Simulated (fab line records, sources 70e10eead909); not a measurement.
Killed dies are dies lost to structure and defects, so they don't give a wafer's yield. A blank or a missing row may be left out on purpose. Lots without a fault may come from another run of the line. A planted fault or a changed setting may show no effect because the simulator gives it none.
fab line records | flow nand_harc
record lots=12 wafers=36 last_day=33
route steps=1302 shown A_CONTACT@1099 A_BLC@1123 A_M0@1137 END@1302
lots that met no fault: from a run of the same line without faults
start_h: hours from the record's first day to the start of the lot's first wafer shown | wait_h: hours since the lot's step before | " the same as in the row above | L1.1+2: a row that stands for several wafers | - no value, or no start given | * or withheld: withheld | < > ~ a bound
route shown NAME@n: a module of which the file shows steps, and the number in the route of the first | usual: mean/standard deviation of fault-free wafers | same: alike in all rows | chamber/n: place in a boat | sites: the reading at each site | _std_site: their standard deviation | _edge_site: outer sites' mean less inner sites' | radius_mm: how far each site lies from the wafer's centre | mask NAME#n: copy n | behind: the tool/chamber that last shaped the wafer | hold: why the lot was held/for how many hours/how that ended | device: the transistor (n, p or np) that didn't switch | end of line: the same wafers' tests at the end of the route | a step without rows: its recipe alone | killed: dies lost to structure and defects at the first sort, not the wafer's yield | map: a wafer's dies, x killed, . not, _ none there
set.NAME: the setting as run; set.NAME@STEP: as run at that earlier step | model.NAME: the simulator's own value behind a step, which no gauge read
steps of the route over a sample of lots; a table a step, a row a wafer
services: from which hour (start_h, from the record's first day; less than 0 if before it) a tool's chamber was out of use, for how many hours, and why
## steps
# step NHARC_A_CONTACT_STRIP_26
# recipe o2_flow_sccm=500 ar_flow_sccm=0 bias_w=0 chemistry=O2
# usual drypump_motor_current_A=5.8/0.35 o2_flow_sccm=499.9/1.5 oes_product_au=0.999/0.0067 rf_vpp_V=57.9/0.96 showerhead_plenum_p_Torr=3.52/0.18 throttle_valve_pct=17.037/0.0088
# columns lot.wafer tool chamber start_h wait_h drypump_motor_current_A o2_flow_sccm oes_product_au rf_hours_counter_h rf_vpp_V showerhead_plenum_p_Torr throttle_valve_pct
L370.1 rie_diel-04 3 - - 6.4 497.7 1.000 57 56.8 3.47 17.042
L370.3 " 0 " " 5.6 499.6 0.997 50 57.3 3.27 17.022
L370.6 " 2 " " 5.7 498.2 0.989 - 57.5 3.52 17.024
L372.2 rie_diel-09 1 - - 5.6 498.5 0.992 4 57.7 3.70 17.047
L372.4 " 3 " " 5.7 501.3 0.995 6 58.8 3.28 17.046
L372.3 " 0 " " 6.4 499.6 1.001 5 56.2 3.35 17.040
L375.2 rie_diel-07 3 - - 5.5 500.8 0.989 30 57.0 3.49 17.042
L375.1 " 1 " " 5.7 499.6 0.994 29 56.8 3.41 17.048
L375.6 " 2 " " 5.4 500.2 1.004 - 58.5 3.34 17.038
L376.1 rie_diel-09 0 - - 6.4 499.2 1.001 15 56.0 3.35 17.042
L376.4 " 2 " " 6.4 498.1 1.004 16 59.0 3.57 17.041
L376.5 " 1 " " 5.6 501.6 1.007 - 57.8 3.69 17.043
L377.4 rie_diel-09 1 - - 5.6 500.4 0.996 16 59.5 3.69 17.039
L377.1 " 3 " " 5.7 500.5 0.999 16 58.7 3.27 17.045
L377.6 " 0 " " 6.4 501.1 0.997 - 57.5 3.35 17.040
L378.2 rie_diel-09 0 - - 6.4 500.5 1.008 15 56.6 3.35 17.023
L378.5 " 1 " " 5.6 499.8 1.002 - 59.1 3.69 17.023
L378.6 " 2 " " 6.3 496.6 1.007 - 58.2 3.57 17.028
L379.2 rie_diel-09 1 - - 5.6 500.0 0.993 23 57.3 3.69 17.031
L379.4 " 2 " " 6.4 498.0 0.987 23 58.4 3.56 17.028
L379.6 " 0 " " 6.4 500.9 1.003 - 59.4 3.34 17.034
L382.3 rie_diel-04 0 - - 5.6 500.4 0.994 28 57.9 3.79 17.036
L382.2 " 2 " " 5.7 501.9 0.995 29 56.9 3.50 17.030
L382.4 " 3 " " 6.3 500.3 0.998 28 58.4 3.45 17.016
L386.1 rie_diel-07 3 - - 5.5 499.3 1.000 9 57.5 3.47 17.052
L386.4 " 1 " " 5.7 500.4 1.002 7 57.9 3.39 17.044
L386.6 " 0 " " 5.4 500.2 1.009 - 58.5 3.77 17.041
L391.3 rie_diel-07 2 - - 5.4 501.0 0.998 20 57.5 3.31 17.044
L391.6 " 1 " " 5.7 499.7 0.995 - 57.6 3.38 17.029
L391.5 " 2 " " 5.4 501.9 1.011 - 57.2 3.31 17.028
L390.3 rie_diel-04 0 - - 5.6 499.2 1.004 8 61.2 3.77 17.048
L390.2 " 1 " " 5.8 501.5 0.990 8 58.0 3.74 17.042
L390.5 " 0 " " 5.6 498.8 0.986 - 58.9 3.77 17.038
L392.2 rie_diel-07 1 - - 5.7 498.3 0.995 33 56.4 3.37 17.011
L392.3 " 3 " " 5.5 500.1 1.001 31 57.1 3.46 17.046
L392.6 " 0 " " 5.5 498.1 0.995 - 58.2 3.76 17.044
# step NHARC_A_BLC_ETCH_18
# recipe target_depth_a=9100 c4f8_flow_sccm=20 o2_flow_sccm=10 ar_flow_sccm=withheld rf_w=600 bias_w=1500 chemistry=C4F8/O2/Ar
# usual oes_product_au=0.948/0.022 rf_vpp_V=975/6
# columns lot.wafer tool chamber start_h wait_h oes_product_au rf_hours_counter_h rf_vpp_V
L370.3 rie_diel-10 1 - - 0.961 7 970
L370.1 " 0 " " 0.987 7 985
L370.6 " 2 " " 0.951 - 980
L372.4 rie_diel-10 2 - - 0.917 8 983
L372.2 " 0 " " 0.925 9 986
L372.3 " 1 " " 0.925 9 969
L375.1 rie_diel-08 0 - - 0.949 2 974
L375.2 " 1 " " 0.947 1 987
L375.6 " 1 " " 0.941 - 986
L376.1 rie_diel-10 2 - - 0.959 13 982
L376.4 " 3 " " 0.972 14 971
L376.5 " 3 " " 0.975 - 972
L377.4 rie_diel-12 2 - - 0.926 43 971
L377.1 " 3 " " 0.922 46 971
L377.6 " 0 " " 0.926 - 970
L378.2 rie_diel-12 0 - - 0.988 54 971
L378.6 " 0 " " 0.989 - 970
L378.5 " 1 " " 0.923 - 974
L379.4 rie_diel-08 2 - - 0.954 5 972
L379.2 " 0 " " 0.974 5 973
L379.6 " 3 " " 0.975 - 972
L382.3 rie_diel-08 3 - - 0.925 6 973
L382.4 " 0 " " 0.926 6 974
L382.2 " 1 " " 0.953 4 986
L386.4 rie_diel-08 1 - - 0.920 7 984
L386.1 " 0 " " 0.927 8 974
L386.6 " 1 " " 0.922 - 987
L391.3 rie_diel-08 2 - - 0.978 1 971
L391.6 " 3 " " 0.980 - 970
L391.5 " 0 " " 0.989 - 971
L390.2 rie_diel-08 3 - - 0.961 1 972
L390.3 " 2 " " 0.967 1 969
L390.5 " 0 " " 0.981 - 973
L392.2 rie_diel-10 1 - - 0.924 14 970
L392.3 " 3 " " 0.919 13 971
L392.6 " 1 " " 0.922 - 970
# step NHARC_A_BLC_ALD_23
# recipe target_thk_a=30 pulse_time_s=1 ald_cycles=150 temp_c=450 material=TiN
# usual heater_power_w=1095/93 precursor_pulse_height_rel=0.997/0.017
# columns lot.wafer tool chamber start_h wait_h heater_power_w precursor_pulse_height_rel
L370.3 ald_metal-03 2 521.53 - 1021 0.999
L370.1 " 1 " " 930 1.009
L370.6 " 2 " " 1019 0.985
L372.2 ald_metal-01 0 536.19 - 1280 1.001
L372.4 " 1 " " 1234 0.983
L372.3 " 2 " " 1002 0.993
L375.1 ald_metal-01 1 583.49 - 1215 1.002
L375.2 " 2 " " 992 0.972
L375.6 " 3 " " 1073 0.983
L376.4 ald_metal-04 1 589.89 - 1041 1.021
L376.1 " 3 " " 1142 1.013
L376.5 " 0 " " 1006 0.995
L377.1 ald_metal-01 3 591.30 - 1068 1.000
L377.4 " 1 " " 1236 1.005
L377.6 " 0 " " 1280 0.992
L378.2 ald_metal-03 2 597.35 - 1035 1.013
L378.5 " 3 " " 1138 1.013
L378.6 " 0 " " 1025 0.991
L379.4 ald_metal-03 3 623.35 - 1086 1.016
L379.2 " 0 " " 1026 1.010
L379.6 " 2 " " 1062 1.002
L382.3 ald_metal-04 2 639.32 - 1171 0.965
L382.4 " 0 " " 1003 1.000
L382.2 " 1 " " 1082 1.020
L386.1 ald_metal-01 1 679.74 - 1253 0.994
L386.4 " 2 " " 1004 0.994
L386.6 " 3 " " 1080 0.976
L391.3 ald_metal-03 1 736.81 - 1014 0.983
L391.5 " 3 " " 1121 0.966
L391.6 " 0 " " 1015 0.988
L390.3 ald_metal-01 1 738.33 - 1274 0.996
L390.2 " 0 " " 1239 0.995
L390.5 " 2 " " 1016 0.967
L392.2 ald_metal-04 1 758.41 - 1041 0.985
L392.3 " 2 " " 1148 1.009
L392.6 " 2 " " 1164 0.992
# step NHARC_A_M0_DEP_00
# recipe target_thk_a=1500 target_thk_nm=150 temp_c=withheld pressure_torr=5 flow_sccm=200 rf_w=600 material=SiOC
# usual chamber_pressure_Torr=4.998/0.01 rf_fwd_power_W=598.7/1.8
# columns lot.wafer tool chamber start_h wait_h chamber_pressure_Torr rf_fwd_power_W
L370.1 pecvd-01 0 522.77 0.1 4.983 600.0
L370.3 " 1 " " 5.009 598.3
L370.6 " 2 " " 4.994 600.1
L372.2 pecvd-01 1 537.40 0.1 4.975 600.6
L372.3 " 0 " " 4.992 595.9
L372.4 " 1 " " 4.996 597.1
L375.2 pecvd-04 1 584.65 0.1 4.992 601.6
L375.1 " 2 " " 4.998 597.8
L375.6 " 1 " " 4.996 598.9
L376.1 pecvd-04 1 591.24 0.2 5.013 598.6
L376.5 " 1 " " 4.995 598.7
L376.4 " 2 " " 5.000 602.4
L377.1 pecvd-04 2 592.55 0.1 4.994 596.4
L377.4 " 2 " " 4.998 597.0
L377.6 " 0 " " 4.997 600.2
L378.2 pecvd-04 0 598.59 0.2 5.003 599.9
L378.6 " 1 " " 5.002 598.7
L378.5 " 2 " " 4.995 597.0
L379.2 pecvd-04 2 624.51 0.1 - -
L379.4 " 2 " " - -
L379.6 " 1 " " - -
L382.2 pecvd-01 1 640.66 0.2 - -
L382.3 " 2 " " - -
L382.4 " 0 " " - -
L386.1 pecvd-04 0 680.99 0.2 5.002 598.4
L386.4 " 1 " " 4.992 599.5
L386.6 " 1 " " 4.993 599.5
L391.3 pecvd-01 2 738.00 0.1 5.023 601.4
L391.5 " 2 " " 4.991 597.1
L391.6 " 0 " " 5.015 601.5
L390.3 pecvd-04 0 739.78 0.1 4.989 598.0
L390.2 " 1 " " 4.998 600.0
L390.5 " 1 " " 5.007 597.6
L392.3 pecvd-01 1 759.61 0.1 4.984 599.7
L392.2 " 2 " " 5.008 598.3
L392.6 " 0 " " 5.015 601.4
# step NHARC_END_SORT_01
# recipe temp_c=25
# usual defect_limited_yield=92/3 killed_at_array=52/20 killed_at_other=1.0/1.3 killed_at_periphery=3.7/2.2 killed_dies=57/20 killed_open=3.2/1.6 killed_short=2.4/1.6 sort_bin_2_pct=2.9/1.4 sort_bin_3_pct=0.6/0.41 sort_bin_4_pct=4.8/1.5 sort_n_pass=620/20 sort_rim_yield_pct=93/3.5 sort_yield_pct=92/3
# same gross_dies=677 sort_bin_5_pct[%]=0 sort_bin_6_pct[%]=0 sort_bin_7_pct[%]=0 sort_bin_8_pct[%]=0 sort_rim_n_gross=106.00
# columns lot.wafer tool chamber start_h wait_h defect_limited_yield[%] killed_at_array killed_at_other killed_at_periphery killed_dies killed_open killed_short sort_bin_2_pct[%] sort_bin_3_pct[%] sort_bin_4_pct[%] sort_n_pass sort_rim_yield_pct[%] sort_yield_pct[%]
L370.1 prober-01 0 564.44 2.5 92 48 1 2 51 2 3 2.2 0.7 4.6 626 93 92
L370.3 prober-01 0 566.06 3.1 92 48 3 3 54 4 3 2.7 0.4 4.9 623 93 92
L370.6 prober-01 0 568.48 4.0 92 48 0 4 52 6 7 2.5 1.0 4.1 625 89 92
L372.2 prober-02 0 577.96 2.8 92 53 0 2 55 0 3 2.5 0.4 5.2 622 92 92
L372.3 prober-02 0 578.77 3.1 93 47 0 2 49 3 2 2.7 0.6 4.0 628 93 93
L372.4 prober-02 0 579.58 3.4 92 54 0 2 56 4 3 2.8 0.7 4.7 621 93 92
L375.1 prober-02 0 624.40 2.5 89 69 0 5 74 3 2 3.7 0.1 7.1 603 89 89
L375.2 prober-02 0 625.19 2.8 91 59 1 3 63 1 2 4.4 1.0 3.8 614 95 91
L375.6 prober-02 0 628.35 3.9 89 75 0 0 75 3 1 4.4 0.7 5.9 602 90 89
L376.1 prober-01 0 632.63 2.5 84 101 1 3 105 4 1 4.9 1.8 8.9 572 83 84
L376.4 prober-01 0 635.00 3.4 87 80 0 5 85 2 1 6.9 1.0 4.6 592 87 87
L376.5 prober-01 0 635.80 3.7 89 70 0 4 74 5 0 5.8 0.6 4.6 603 86 89
L377.1 prober-02 0 632.64 2.5 96 23 4 3 30 3 0 1.3 0.3 2.8 647 97 96
L377.4 prober-02 0 635.08 3.4 96 20 0 5 25 5 4 1.3 0.3 2.1 652 94 96
L377.6 prober-02 0 636.70 4.1 96 28 1 1 30 5 1 2.1 0 2.4 647 98 96
L378.2 prober-01 0 641.21 2.8 90 61 1 4 66 5 5 3.2 0.9 5.6 611 90 90
L378.5 prober-01 0 643.60 3.7 92 54 0 3 57 1 3 3.2 0.4 4.7 620 92 92
L378.6 prober-01 0 644.40 4.0 92 47 1 3 51 4 1 3.2 0.7 3.5 626 94 92
L379.2 prober-01 0 665.70 2.8 0 676 0 1 677 5 4 92.5 0.6 6.9 0 0 0
L379.4 prober-01 0 667.28 3.4 0 671 2 4 677 3 5 91.6 1.6 6.8 0 0 0
L379.6 prober-01 0 668.85 3.9 0 672 3 2 677 1 4 93.1 1.0 5.9 0 0 0
L382.2 prober-02 0 682.10 2.8 0 671 1 5 677 3 2 95.9 0.4 3.7 0 0 0
L382.3 prober-02 0 682.90 3.1 0 675 0 2 677 8 0 96.9 0.3 2.8 0 0 0
L382.4 prober-02 0 683.69 3.4 0 673 1 3 677 5 0 96.3 0.3 3.4 0 0 0
L386.1 prober-02 0 719.48 2.5 93 45 0 5 50 3 1 2.5 0.7 4.1 627 98 93
L386.4 prober-02 0 721.88 3.4 94 40 0 4 44 3 5 2.1 0.1 4.3 633 96 94
L386.6 prober-02 0 723.48 4.0 92 49 1 6 56 3 2 2.5 0.9 4.9 621 99 92
L390.2 prober-01 0 778.37 2.8 92 49 5 1 55 4 4 2.7 0.6 4.9 622 94 92
L390.3 prober-01 0 779.16 3.1 92 47 1 4 52 3 0 3.7 0.7 3.2 625 96 92
L390.5 prober-01 0 780.74 3.7 93 46 1 3 50 2 2 3.0 0.1 4.3 627 96 93
L391.3 prober-02 0 779.11 3.1 96 23 0 5 28 4 2 1.3 0.4 2.4 649 96 96
L391.5 prober-02 0 780.68 3.6 95 26 0 5 31 1 0 1.0 0.4 3.1 646 93 95
L391.6 prober-02 0 781.47 3.9 96 21 2 4 27 3 2 1.3 0.1 2.5 650 96 96
L392.2 prober-01 0 800.01 2.8 91 60 0 3 63 3 4 3.0 0.4 5.9 614 96 91
L392.3 prober-01 0 800.81 3.1 93 40 1 4 45 1 2 1.6 0.4 4.6 632 99 93
L392.6 prober-01 0 803.22 4.0 90 62 0 5 67 5 3 3.4 0.7 5.8 610 92 90
# killed by level:class
L370.1 A_CHANNEL_HOLE_D2:chamber_film_flake=27 A_CONTACT:chamber_film_flake=13 A_DECK1_JOINT:chamber_film_flake=2 P_BONDPAD:geometric_particle:open=1 A_ONON_D1:geometric_particle:short=1 A_ONON_D2:geometric_particle:short=1 A_WL_FILL:geometric_particle:open=1 STARTING-WAFER:geometric_particle:short=1
L370.3 A_CHANNEL_HOLE_D2:chamber_film_flake=30 A_CONTACT:chamber_film_flake=9 THIN_TSV:chamber_film_flake=3 P_STI:geometric_particle:open=1 P_M0:geometric_particle:open=1 A_SOURCE_PLATE:geometric_particle:short=1 A_CHANNEL_FILL_D1:geometric_particle:short=1 A_WL_FILL:geometric_particle:open=1
L370.6 A_CHANNEL_HOLE_D2:chamber_film_flake=27 A_CONTACT:chamber_film_flake=10 A_CHANNEL_FILL_D1:geometric_particle:short=3 A_BLC:geometric_particle:open=3 A_ONON_D2:geometric_particle:short=2 P_CONTACT:geometric_particle:open=1 P_M0:geometric_particle:open=1 P_M0:geometric_particle:short=1
L372.2 A_CHANNEL_HOLE_D1:chamber_film_flake=30 A_CHANNEL_HOLE_D2:chamber_film_flake=11 A_CONTACT:chamber_film_flake=8 A_ONON_D2:geometric_particle:short=3 P_STI:chamber_film_flake=1 P_GATE:chamber_film_flake=1 A_WL_FILL:chamber_film_flake=1
L372.3 A_CHANNEL_HOLE_D1:chamber_film_flake=22 A_CHANNEL_HOLE_D2:chamber_film_flake=17 A_CONTACT:chamber_film_flake=3 P_M0:geometric_particle:open=1 A_DECK1_JOINT:geometric_particle:short=1 A_CHANNEL_FILL_D2:geometric_particle:short=1 A_SGD_CUT:geometric_particle:open=1 A_BLC:geometric_particle:open=1
L372.4 A_CHANNEL_HOLE_D1:chamber_film_flake=26 A_CHANNEL_HOLE_D2:chamber_film_flake=18 A_CONTACT:chamber_film_flake=3 A_BLC:geometric_particle:open=2 P_M0:geometric_particle:short=1 A_SOURCE_PLATE:geometric_particle:short=1 A_ONON_D1:geometric_particle:short=1 A_CHANNEL_HOLE_D1:geometric_particle:open=1
L375.1 A_CHANNEL_HOLE_D2:chamber_film_flake=27 A_SLIT:chamber_film_flake=26 A_CONTACT:chamber_film_flake=5 A_CHANNEL_HOLE_D1:chamber_film_flake=4 P_M0:geometric_particle:open=2 P_ZERO_WELL:chamber_film_flake=2 A_STAIRCASE:chamber_film_flake=2 A_DECK1_JOINT:geometric_particle:short=1
L375.2 A_SLIT:chamber_film_flake=27 A_CHANNEL_HOLE_D2:chamber_film_flake=18 A_STAIRCASE:chamber_film_flake=5 A_CONTACT:chamber_film_flake=3 P_GATE:chamber_film_flake=2 A_WL_FILL:chamber_film_flake=2 A_CHANNEL_HOLE_D2:geometric_particle:short=1 A_CHANNEL_FILL_D2:geometric_particle:open=1
L375.6 A_CHANNEL_HOLE_D2:chamber_film_flake=30 A_SLIT:chamber_film_flake=30 A_CHANNEL_HOLE_D1:chamber_film_flake=5 A_WL_FILL:chamber_film_flake=2 A_ONON_D1:geometric_particle:open=1 A_CHANNEL_HOLE_D2:geometric_particle:open=1 A_CHANNEL_FILL_D2:geometric_particle:short=1 A_SGD_CUT:geometric_particle:open=1
L376.1 A_CHANNEL_HOLE_D1:chamber_film_flake=30 A_CHANNEL_HOLE_D2:chamber_film_flake=28 A_SLIT:chamber_film_flake=24 A_STAIRCASE:chamber_film_flake=6 A_DECK1_JOINT:chamber_film_flake=4 A_WL_FILL:chamber_film_flake=2 A_CONTACT:chamber_film_flake=2 P_M0:geometric_particle:open=1
L377.1 A_CHANNEL_HOLE_D2:chamber_film_flake=11 A_CHANNEL_HOLE_D1:chamber_film_flake=4 THIN_TSV:chamber_film_flake=4 A_STAIRCASE:chamber_film_flake=2 A_M0:chamber_film_flake=2 P_CONTACT:geometric_particle:open=1 A_ONON_D1:geometric_particle:open=1 A_CHANNEL_HOLE_D1:geometric_particle:open=1
L376.4 A_SLIT:chamber_film_flake=27 A_CHANNEL_HOLE_D2:chamber_film_flake=27 A_CHANNEL_HOLE_D1:chamber_film_flake=12 A_CONTACT:chamber_film_flake=6 P_ZERO_WELL:chamber_film_flake=3 A_WL_FILL:chamber_film_flake=2 A_ONON_D2:geometric_particle:open=1 A_SGD_CUT:geometric_particle:short=1
L377.4 A_CHANNEL_HOLE_D2:chamber_film_flake=5 A_CHANNEL_HOLE_D1:chamber_film_flake=3 A_STAIRCASE:chamber_film_flake=3 A_M0:chamber_film_flake=3 P_CONTACT:geometric_particle:open=2 P_M1:geometric_particle:open=2 P_M0:geometric_particle:open=1 A_SOURCE_PLATE:geometric_particle:short=1
L376.5 A_CHANNEL_HOLE_D1:chamber_film_flake=23 A_SLIT:chamber_film_flake=20 A_CHANNEL_HOLE_D2:chamber_film_flake=13 A_CONTACT:chamber_film_flake=5 P_ZERO_WELL:chamber_film_flake=2 A_STAIRCASE:chamber_film_flake=2 A_CHANNEL_FILL_D1:geometric_particle:open=1 A_DECK1_JOINT:geometric_particle:open=1
L377.6 A_CHANNEL_HOLE_D2:chamber_film_flake=7 A_CHANNEL_HOLE_D1:chamber_film_flake=6 A_STAIRCASE:chamber_film_flake=4 A_CONTACT:geometric_particle:open=2 A_CHANNEL_FILL_D1:chamber_film_flake=2 A_CONTACT:chamber_film_flake=2 A_M0:chamber_film_flake=2 P_CONTACT:geometric_particle:open=1
L378.2 A_CHANNEL_HOLE_D1:chamber_film_flake=29 A_CHANNEL_HOLE_D2:chamber_film_flake=16 A_STAIRCASE:chamber_film_flake=3 A_SLIT:chamber_film_flake=3 P_CONTACT:geometric_particle:open=2 A_CHANNEL_FILL_D2:geometric_particle:short=2 A_CONTACT:chamber_film_flake=2 P_M1:geometric_particle:open=1
L378.5 A_CHANNEL_HOLE_D1:chamber_film_flake=28 A_CHANNEL_HOLE_D2:chamber_film_flake=17 A_STAIRCASE:chamber_film_flake=3 P_ZERO_WELL:chamber_film_flake=2 A_CHANNEL_HOLE_D1:geometric_particle:short=1 A_CHANNEL_FILL_D1:geometric_particle:short=1 A_DECK1_JOINT:geometric_particle:open=1 A_ONON_D2:geometric_particle:short=1
L378.6 A_CHANNEL_HOLE_D1:chamber_film_flake=30 A_CHANNEL_HOLE_D2:chamber_film_flake=11 P_ZERO_WELL:chamber_film_flake=2 A_SOURCE_PLATE:geometric_particle:open=1 A_CHANNEL_FILL_D1:geometric_particle:short=1 A_DECK1_JOINT:geometric_particle:open=1 A_CHANNEL_HOLE_D2:geometric_particle:open=1 A_CHANNEL_FILL_D2:geometric_particle:open=1
L379.2 A_M0:area_dep=586 A_CHANNEL_HOLE_D1:chamber_film_flake=33 A_SLIT:chamber_film_flake=31 A_CHANNEL_HOLE_D2:chamber_film_flake=11 A_STAIRCASE:chamber_film_flake=2 A_WL_FILL:chamber_film_flake=2 A_ONON_D1:geometric_particle:open=1 A_CHANNEL_FILL_D1:geometric_particle:open=1
L379.4 A_M0:area_dep=599 A_CHANNEL_HOLE_D1:chamber_film_flake=26 A_SLIT:chamber_film_flake=23 A_CHANNEL_HOLE_D2:chamber_film_flake=12 A_ONON_D2:geometric_particle:short=2 P_ZERO_WELL:chamber_film_flake=2 P_M0:geometric_particle:open=1 A_CHANNEL_HOLE_D1:geometric_particle:open=1
L379.6 A_M0:area_dep=599 A_CHANNEL_HOLE_D1:chamber_film_flake=32 A_SLIT:chamber_film_flake=28 A_CHANNEL_HOLE_D2:chamber_film_flake=7 THIN_TSV:chamber_film_flake=3 A_CHANNEL_FILL_D2:geometric_particle:short=2 P_M2:geometric_particle:open=1 A_CHANNEL_FILL_D1:geometric_particle:short=1
L382.2 A_M0:area_dep=640 A_CHANNEL_HOLE_D1:chamber_film_flake=8 A_CONTACT:chamber_film_flake=7 A_STAIRCASE:chamber_film_flake=6 P_GATE:chamber_film_flake=2 A_SLIT:chamber_film_flake=2 A_ONON_D1:geometric_particle:open=1 A_ONON_D2:geometric_particle:open=1
L382.3 A_M0:area_dep=648 A_STAIRCASE:chamber_film_flake=8 A_CONTACT:chamber_film_flake=4 A_CHANNEL_HOLE_D1:chamber_film_flake=3 A_SLIT:chamber_film_flake=3 A_ONON_D1:geometric_particle:open=2 P_GATE:geometric_particle:open=1 A_DECK1_JOINT:geometric_particle:open=1
L382.4 A_M0:area_dep=644 A_STAIRCASE:chamber_film_flake=8 A_CHANNEL_HOLE_D1:chamber_film_flake=6 A_CONTACT:chamber_film_flake=5 P_STI:chamber_film_flake=2 A_SLIT:chamber_film_flake=2 A_SLIT:geometric_particle:open=1 A_WL_FILL:geometric_particle:open=1
L386.1 A_CHANNEL_HOLE_D2:chamber_film_flake=25 A_CHANNEL_HOLE_D1:chamber_film_flake=8 P_STI:chamber_film_flake=2 P_M2:chamber_film_flake=2 A_CHANNEL_FILL_D1:chamber_film_flake=2 A_DECK1_JOINT:chamber_film_flake=2 A_CONTACT:chamber_film_flake=2 P_M0:geometric_particle:open=1
L386.4 A_CHANNEL_HOLE_D2:chamber_film_flake=16 A_CHANNEL_HOLE_D1:chamber_film_flake=7 A_CONTACT:chamber_film_flake=4 A_M0:geometric_particle:short=2 P_STI:chamber_film_flake=2 A_CHANNEL_FILL_D1:chamber_film_flake=2 A_SLIT:chamber_film_flake=2 P_GATE:geometric_particle:open=1
L386.6 A_CHANNEL_HOLE_D2:chamber_film_flake=28 A_SLIT:chamber_film_flake=7 A_CHANNEL_HOLE_D1:chamber_film_flake=5 A_CONTACT:chamber_film_flake=4 P_M2:chamber_film_flake=2 A_DECK1_JOINT:chamber_film_flake=2 P_STI:geometric_particle:short=1 P_CONTACT:geometric_particle:open=1
L390.2 A_SLIT:chamber_film_flake=31 A_CHANNEL_HOLE_D1:unspecified=3 A_CONTACT:chamber_film_flake=3 THIN_TSV:chamber_film_flake=3 A_ONON_D1:geometric_particle:open=1 A_CHANNEL_HOLE_D1:geometric_particle:short=1 A_CHANNEL_FILL_D1:geometric_particle:short=1 A_DECK1_JOINT:geometric_particle:open=1
L391.3 A_SLIT:chamber_film_flake=8 A_BLC:chamber_film_flake=4 P_BONDPAD:chamber_film_flake=3 A_STAIRCASE:chamber_film_flake=3 P_GATE:chamber_film_flake=2 A_CONTACT:chamber_film_flake=2 A_CHANNEL_FILL_D1:geometric_particle:open=1 A_ONON_D2:geometric_particle:short=1
L390.3 A_SLIT:chamber_film_flake=34 A_BLC:chamber_film_flake=3 A_CONTACT:chamber_film_flake=3 P_GATE:chamber_film_flake=2 A_CHANNEL_FILL_D2:chamber_film_flake=2 P_GATE:geometric_particle:open=1 A_CHANNEL_FILL_D1:geometric_particle:open=1 A_BLC:geometric_particle:open=1
L391.5 A_SLIT:chamber_film_flake=13 A_CONTACT:chamber_film_flake=8 P_BONDPAD:chamber_film_flake=2 A_STAIRCASE:chamber_film_flake=2 A_BLC:chamber_film_flake=2 P_M1:geometric_particle:open=1 P_ZERO_WELL:chamber_film_flake=1 P_GATE:chamber_film_flake=1
L390.5 A_SLIT:chamber_film_flake=29 A_CONTACT:chamber_film_flake=4 A_CHANNEL_HOLE_D1:unspecified=3 A_CHANNEL_FILL_D2:chamber_film_flake=3 P_GATE:chamber_film_flake=2 A_CHANNEL_HOLE_D1:chamber_film_flake=2 P_CONTACT:geometric_particle:open=1 A_CHANNEL_FILL_D1:geometric_particle:short=1
L391.6 A_SLIT:chamber_film_flake=9 A_CONTACT:chamber_film_flake=5 P_GATE:chamber_film_flake=3 THIN_TSV:chamber_film_flake=2 A_ONON_D2:geometric_particle:short=1 A_CHANNEL_FILL_D2:geometric_particle:open=1 A_STAIRCASE:geometric_particle:open=1 A_WL_FILL:geometric_particle:short=1
L392.2 A_CHANNEL_HOLE_D2:chamber_film_flake=32 A_CONTACT:chamber_film_flake=10 A_SLIT:chamber_film_flake=8 P_GATE:chamber_film_flake=2 A_STAIRCASE:chamber_film_flake=2 A_M1:chamber_film_flake=2 P_GATE:geometric_particle:open=1 A_ONON_D1:geometric_particle:open=1
L392.3 A_CHANNEL_HOLE_D2:chamber_film_flake=27 A_CONTACT:chamber_film_flake=4 A_SLIT:chamber_film_flake=4 P_GATE:chamber_film_flake=3 P_GATE:geometric_particle:short=1 A_ONON_D1:geometric_particle:short=1 A_WL_FILL:geometric_particle:open=1 A_CHANNEL_FILL_D1:chamber_film_flake=1
L392.6 A_CHANNEL_HOLE_D2:chamber_film_flake=27 A_CONTACT:chamber_film_flake=12 A_SLIT:chamber_film_flake=11 P_GATE:chamber_film_flake=3 A_STAIRCASE:chamber_film_flake=3 A_ONON_D1:geometric_particle:open=2 P_CONTACT:geometric_particle:short=1 A_ONON_D1:geometric_particle:short=1
## services
# columns tool chamber start_h hours kind
pecvd-01 - 492.37 13.0 pm
pecvd-04 2 495.69 3.8 repair
rie_diel-09 - 497.44 9.0 pm
rie_diel-07 2 523.08 4.5 repair
ald_metal-01 - 526.00 10.0 pm
rie_diel-08 - 528.04 0.5 repair
rie_diel-08 - 544.80 9.0 pm
rie_diel-08 1 558.82 10.3 repair
pecvd-01 0 567.08 3.6 repair
ald_metal-03 - 568.00 10.0 pm
pecvd-04 0 580.22 5.0 repair
rie_diel-08 - 595.21 0.5 repair
rie_diel-07 2 603.01 4.5 repair
rie_diel-08 2 619.12 2.3 repair
rie_diel-09 - 626.52 6.0 repair
pecvd-04 - 631.72 13.0 pm
pecvd-01 1 647.24 4.2 repair
rie_diel-09 2 648.15 3.2 repair
pecvd-04 0 650.65 3.8 repair
pecvd-01 - 673.37 13.0 pm
ald_metal-01 - 704.00 10.0 pm
rie_diel-08 1 710.11 7.4 repair
rie_diel-08 - 714.54 9.4 repair
rie_diel-08 - 723.95 9.0 pm
## key
first_sign step=NHARC_A_M0_DEP_00 reading=tool_record direction=missing
effect step=NHARC_END_SORT_01 reading=sort_bin_2_pct direction=up sigmas=65 usual=2.9 struck=94.4
more_kills_born_at NHARC_A_M0_DEP_00@pecvd-01=1931 NHARC_A_M0_DEP_00@pecvd-04=1784
met_at NHARC_A_M0_DEP_00
struck_lots L379,L382
later_rows_left_out L379.2,L379.4,L379.6,L382.2,L382.3,L382.4
not_acting_at NHARC_A_CONTACT_STRIP_26,NHARC_A_BLC_ETCH_18,NHARC_A_BLC_ALD_23
onset_between 598.59 624.51
fault kind=skipped_step_whole tool=pecvd-01,pecvd-04 chamber=- onset_h=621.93 steps=NHARC_A_M0_DEP_00 scope=struck_lots_only
# later_rows_left_out: the simulator's readings of these wafers behind a module that went badly wrong aren't trusted and aren't shown, but for the sort
